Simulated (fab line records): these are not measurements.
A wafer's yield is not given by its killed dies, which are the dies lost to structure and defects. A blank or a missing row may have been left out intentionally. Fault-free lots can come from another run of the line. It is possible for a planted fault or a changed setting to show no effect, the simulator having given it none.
Lot-split experiment || flow n5-finfet || route with 1938 steps; 7 lots, 21 wafers read

== ABOUT THE SPLIT ==
At N5_BEOL_M14_SPUTTER_43 (material TaN, target thk 15 nm, time 24.19 s), the setting power-w was moved away from the recipe's 15000 W on 8 of the 21 wafers read, by -12.7% to +17.1%. This setting was run at the recipe's value on the other wafers.

Reading taken at the split's own step.

== THE READING ==
TaN_of_BEOL_M14_SPUTTER_43.thk-nm (the simulator's own value, which no gauge read), in nm, at N5_BEOL_M14_SPUTTER_43 (material TaN, target thk 15 nm, time 24.19 s). The file does not state a usual value for it. The 13 wafers here that ran the recipe average 15.1 nm, standard deviation 0.2 nm.

{"wafer": "L075.2", "tool, chamber at the split": "pvd-sputter-03, -", "power-w as run, W": 17560, "against the recipe": "+17.1%", "TaN_of_BEOL_M14_SPUTTER_43.thk-nm, nm": 17.8, "against lot-mates on the recipe": "+2.6"}
{"wafer": "L075.5", "tool, chamber at the split": "pvd-sputter-03, -", "power-w as run, W": 17560, "against the recipe": "+17.1%", "TaN_of_BEOL_M14_SPUTTER_43.thk-nm, nm": 17.8, "against lot-mates on the recipe": "+2.6"}
{"wafer": "L075.6", "tool, chamber at the split": "pvd-sputter-03, -", "power-w as run, W": 15000, "against the recipe": "recipe", "TaN_of_BEOL_M14_SPUTTER_43.thk-nm, nm": 15.2, "against lot-mates on the recipe": "-"}
{"wafer": "L076.2", "tool, chamber at the split": "pvd-sputter-03, -", "power-w as run, W": 15000, "against the recipe": "recipe", "TaN_of_BEOL_M14_SPUTTER_43.thk-nm, nm": 15, "against lot-mates on the recipe": "-"}
{"wafer": "L076.5", "tool, chamber at the split": "pvd-sputter-03, -", "power-w as run, W": 15000, "against the recipe": "recipe", "TaN_of_BEOL_M14_SPUTTER_43.thk-nm, nm": 15, "against lot-mates on the recipe": "-"}
{"wafer": "L076.6", "tool, chamber at the split": "pvd-sputter-03, -", "power-w as run, W": 15000, "against the recipe": "recipe", "TaN_of_BEOL_M14_SPUTTER_43.thk-nm, nm": 15.4, "against lot-mates on the recipe": "-"}
{"wafer": "L078.1", "tool, chamber at the split": "pvd-sputter-03, -", "power-w as run, W": 17510, "against the recipe": "+16.7%", "TaN_of_BEOL_M14_SPUTTER_43.thk-nm, nm": 17.8, "against lot-mates on the recipe": "no lot-mate on the recipe"}
{"wafer": "L078.3", "tool, chamber at the split": "pvd-sputter-03, -", "power-w as run, W": 17510, "against the recipe": "+16.7%", "TaN_of_BEOL_M14_SPUTTER_43.thk-nm, nm": 17.4, "against lot-mates on the recipe": "no lot-mate on the recipe"}
{"wafer": "L078.6", "tool, chamber at the split": "pvd-sputter-03, -", "power-w as run, W": 17510, "against the recipe": "+16.7%", "TaN_of_BEOL_M14_SPUTTER_43.thk-nm, nm": 17.6, "against lot-mates on the recipe": "no lot-mate on the recipe"}
{"wafer": "L081.1", "tool, chamber at the split": "pvd-sputter-03, -", "power-w as run, W": 15000, "against the recipe": "recipe", "TaN_of_BEOL_M14_SPUTTER_43.thk-nm, nm": 15.4, "against lot-mates on the recipe": "-"}
{"wafer": "L081.4", "tool, chamber at the split": "pvd-sputter-03, -", "power-w as run, W": 15000, "against the recipe": "recipe", "TaN_of_BEOL_M14_SPUTTER_43.thk-nm, nm": 15.4, "against lot-mates on the recipe": "-"}
{"wafer": "L081.6", "tool, chamber at the split": "pvd-sputter-03, -", "power-w as run, W": 15000, "against the recipe": "recipe", "TaN_of_BEOL_M14_SPUTTER_43.thk-nm, nm": 15.2, "against lot-mates on the recipe": "-"}
{"wafer": "L085.1", "tool, chamber at the split": "pvd-sputter-02, -", "power-w as run, W": 13090, "against the recipe": "-12.7%", "TaN_of_BEOL_M14_SPUTTER_43.thk-nm, nm": 13.4, "against lot-mates on the recipe": -1.8}
{"wafer": "L085.3", "tool, chamber at the split": "pvd-sputter-02, -", "power-w as run, W": 15000, "against the recipe": "recipe", "TaN_of_BEOL_M14_SPUTTER_43.thk-nm, nm": 15.2, "against lot-mates on the recipe": "-"}
{"wafer": "L085.6", "tool, chamber at the split": "pvd-sputter-02, -", "power-w as run, W": 13090, "against the recipe": "-12.7%", "TaN_of_BEOL_M14_SPUTTER_43.thk-nm, nm": 13.6, "against lot-mates on the recipe": -1.6}
{"wafer": "L096.1", "tool, chamber at the split": "pvd-sputter-01, -", "power-w as run, W": 15000, "against the recipe": "recipe", "TaN_of_BEOL_M14_SPUTTER_43.thk-nm, nm": 14.8, "against lot-mates on the recipe": "-"}
{"wafer": "L096.4", "tool, chamber at the split": "pvd-sputter-01, -", "power-w as run, W": 15000, "against the recipe": "recipe", "TaN_of_BEOL_M14_SPUTTER_43.thk-nm, nm": 14.8, "against lot-mates on the recipe": "-"}
{"wafer": "L096.3", "tool, chamber at the split": "pvd-sputter-01, -", "power-w as run, W": 16200, "against the recipe": "+8.0%", "TaN_of_BEOL_M14_SPUTTER_43.thk-nm, nm": 16.2, "against lot-mates on the recipe": "+1.4"}
{"wafer": "L097.2", "tool, chamber at the split": "pvd-sputter-03, -", "power-w as run, W": 15000, "against the recipe": "recipe", "TaN_of_BEOL_M14_SPUTTER_43.thk-nm, nm": 15, "against lot-mates on the recipe": "-"}
{"wafer": "L097.6", "tool, chamber at the split": "pvd-sputter-03, -", "power-w as run, W": 15000, "against the recipe": "recipe", "TaN_of_BEOL_M14_SPUTTER_43.thk-nm, nm": 15, "against lot-mates on the recipe": "-"}
{"wafer": "L097.3", "tool, chamber at the split": "pvd-sputter-03, -", "power-w as run, W": 15000, "against the recipe": "recipe", "TaN_of_BEOL_M14_SPUTTER_43.thk-nm, nm": 15.2, "against lot-mates on the recipe": "-"}

FIT RESULTS
A straight line over all 21 wafers: TaN_of_BEOL_M14_SPUTTER_43.thk-nm changes by +0.145 nm for each +1% of power-w; r = +0.99; the points scatter about the line by 0.2 nm.
The same after taking each lot's own level away (the mean of its wafers on the recipe; 18 wafers): +0.147 nm for each +1%; r = +0.99; scatter 0.13 nm.
That fit puts the effect of the largest move of power-w on the reading at 2.5 nm.
Across the lots, their own levels run from 14.80 to 15.33 nm, a range of 2.7 times the standard deviation given above.
Consequently the slope shifts little with the lot-to-lot level, the two slopes agreeing.
Check: +2.52 nm against its lot-mates is what the line predicts for one of the wafers moved furthest among these (+17.1%) when that wafer is left out of the fit. It came out at +2.6 nm against them.

== FILE'S OWN FIT ==
TaN_of_BEOL_M14_SPUTTER_43.thk-nm changes by +0.149 nm for each +1% of power-w, r = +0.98.
